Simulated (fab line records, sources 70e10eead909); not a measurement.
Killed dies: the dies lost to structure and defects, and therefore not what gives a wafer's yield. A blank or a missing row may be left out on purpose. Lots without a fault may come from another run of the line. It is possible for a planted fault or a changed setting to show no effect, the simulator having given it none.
Struck lot and sound lot, side by side | flow nand harc | 35 out of 1302 route steps
Sound: the wafers L736.4, L736.5, L736.6. The struck wafers were L742.1, L742.2, L742.3. At the end, the cause is stated.
At each step with rows: each side's tool, then ch and its chambers, then its first start. Under that, the readings that differ: sound wafers | struck wafers | difference of the means | sigmas: that difference in standard deviations of wafers without a fault.
alike: same words and numbers on both sides, and readings whose means sit less than 2 such deviations apart. not compared: any withheld reading, any reading some wafer has no value for, any bound like >300 that may hide the same value, and any number with overlapping values for which the record gives no deviation.
The two part at a step that has a row with sigmas, a row that says differs or no value, or rows on one side only. Numbers that have no deviation but don't overlap get no sigmas and don't part them. A reading missing from all wafers of one side parts the sides only when that side holds two or more wafers.

NHARC_P_START_INSPECT_01:
  struck on defect inspect-02, day 6 20:02; sound on defect inspect-01, day 4 08:02
  alike: raw defect count
then, 2 steps without rows for these wafers: NHARC_P_ZERO_WELL_PRECLEAN_00 (cleans in SPM, time 600 s); NHARC_P_ZERO_WELL_SRD_01.
NHARC_P_ZERO_WELL_PECVD_02: deposits SiO2, target thk 10 nm.
  sound on pecvd-02 ch 0,1,2, day 4 08:34; struck on pecvd-02 ch 0,1,2, day 6 20:27
then, 9 steps without rows for these wafers: NHARC_P_ZERO_WELL_DEHYDRATE_03 (time 120 s); NHARC_P_ZERO_WELL_HMDS_04 (time 30 s); NHARC_P_ZERO_WELL_COAT_64 (time 65 s); NHARC_P_ZERO_WELL_COAT_05 (resist thk 600 nm); NHARC_P_ZERO_WELL_SOFTBAKE_06 (time 70 s); NHARC_P_ZERO_WELL_EBR_07; NHARC_P_ZERO_WELL_EXPOSE_08 (exposes mask P ZERO, target cd 500 nm); NHARC_P_ZERO_WELL_PEB_09 (peb time 80 s); NHARC_P_ZERO_WELL_DEVELOP_10 (time 50 s).
NHARC_P_ZERO_WELL_CD_MEAS_11: the cd target is 500 nm.
  sound on cd sem-01 ch 0, day 4 09:07; struck on cd sem-03 ch 0, day 6 21:15
  alike: cd nm
then, 1 step without rows for these wafers: NHARC_P_ZERO_WELL_HARDBAKE_12 (time 65 s).
NHARC_P_ZERO_WELL_DESCUM_13: chemistry O2, time 3 s.
  sound on rie diel-10 ch 0,2,3, day 4 09:19; struck on rie diel-10 ch 0,1,2, day 6 21:25
  reading                | sound | struck   | difference                   | sigmas
  rf hours counter h (h) | - - - | 14 26 24 | no value on the sound wafers |
  alike: drypump motor current A, oes product au, rf vpp V, showerhead plenum p Torr, throttle valve pct
NHARC_P_ZERO_WELL_ETCH_65: etches the open film in N2/H2, target depth 80 nm, overetch 24 nm, time 87.88 s.
  sound on rie diel-10 ch 0,2,3, day 4 09:24; struck on rie diel-10 ch 1,2,3, day 6 21:30
  reading                | sound | struck   | difference                   | sigmas
  rf hours counter h (h) | - - - | 25 24 14 | no value on the sound wafers |
  alike: bias w, drypump motor current A, oes product au, rf vpp V, showerhead plenum p Torr, throttle valve pct
NHARC_P_ZERO_WELL_ETCH_62: etches the open film in CHF3/Ar, target depth 13 nm, time 6.5 s.
  sound on rie diel-10 ch 0,2,3; struck on rie diel-10 ch 0,1,2
  reading                | sound | struck   | difference                   | sigmas
  rf hours counter h (h) | - - - | 26 24 14 | no value on the sound wafers |
  alike: bias w, drypump motor current A, oes product au, rf vpp V, showerhead plenum p Torr, throttle valve pct
NHARC_P_ZERO_WELL_ETCH_63: etches the open film in HBr/Cl2, target depth 120 nm, time 40.1 s.
  sound on rie si-04 ch 1,2,3, day 4 09:41; struck on rie si-01 ch 1,2,3, day 6 21:40
  reading                | sound | struck      | difference                   | sigmas
  rf hours counter h (h) | - - - | 0.7 0.7 0.7 | no value on the sound wafers |
  alike: bias w, drypump motor current A, he backside leak sccm, oes product au, throttle valve pct
then, 9 steps without rows for these wafers: NHARC_P_ZERO_WELL_STRIP_15 (strips in SPM, time 900 s); NHARC_P_ZERO_WELL_DEHYDRATE_16 (time 120 s); NHARC_P_ZERO_WELL_HMDS_17 (time 30 s); NHARC_P_ZERO_WELL_COAT_18; NHARC_P_ZERO_WELL_SOFTBAKE_19 (time 95 s); NHARC_P_ZERO_WELL_EBR_20; NHARC_P_ZERO_WELL_EXPOSE_21 (exposes mask P NWELL, target cd 720 nm); NHARC_P_ZERO_WELL_PEB_22 (peb time 85 s); NHARC_P_ZERO_WELL_DEVELOP_23 (time 70 s).
NHARC_P_ZERO_WELL_CD_MEAS_24: the cd target is 720 nm.
  sound on cd sem-01 ch 0, day 4 10:35; struck on cd sem-01 ch 0, day 6 22:36
  alike: cd nm
then, 1 step without rows for these wafers: NHARC_P_ZERO_WELL_HARDBAKE_25 (time 80 s).
NHARC_P_ZERO_WELL_DESCUM_26: chemistry O2, time 3 s.
  sound on rie diel-02 ch 1,2,3, day 4 13:30; struck on rie diel-10 ch 0,1,2, day 6 22:46
  alike: drypump motor current A, oes product au, rf vpp V, showerhead plenum p Torr, throttle valve pct
  not compared: rf hours counter h
then, 2 steps without rows for these wafers: NHARC_P_ZERO_WELL_IMPLANT_27; NHARC_P_ZERO_WELL_IMPLANT_57.
NHARC_P_ZERO_WELL_INSPECT_43:
  struck on defect inspect-01, day 7 03:34; sound on defect inspect-02, day 4 18:25
  reading          | sound    | struck      | difference | sigmas
  raw defect count | 21 22 26 | 328 286 270 | +272       | +50
-- break in the record here, with 22 days between the starts of the struck wafers on either side (left off in module P_ZERO_WELL, picked up again in module END, where the first step shown is number 1302 on the route) --
NHARC_END_SORT_01:
  here the record holds rows for the struck wafers (prober-01 ch 0, day 28 23:58) but none for the sound ones

== WHERE THEY PART ==
Last at NHARC_END_SORT_01 as far as this record goes, first at NHARC_P_ZERO_WELL_DESCUM_13.

WHY: whatever the simulator had introduced
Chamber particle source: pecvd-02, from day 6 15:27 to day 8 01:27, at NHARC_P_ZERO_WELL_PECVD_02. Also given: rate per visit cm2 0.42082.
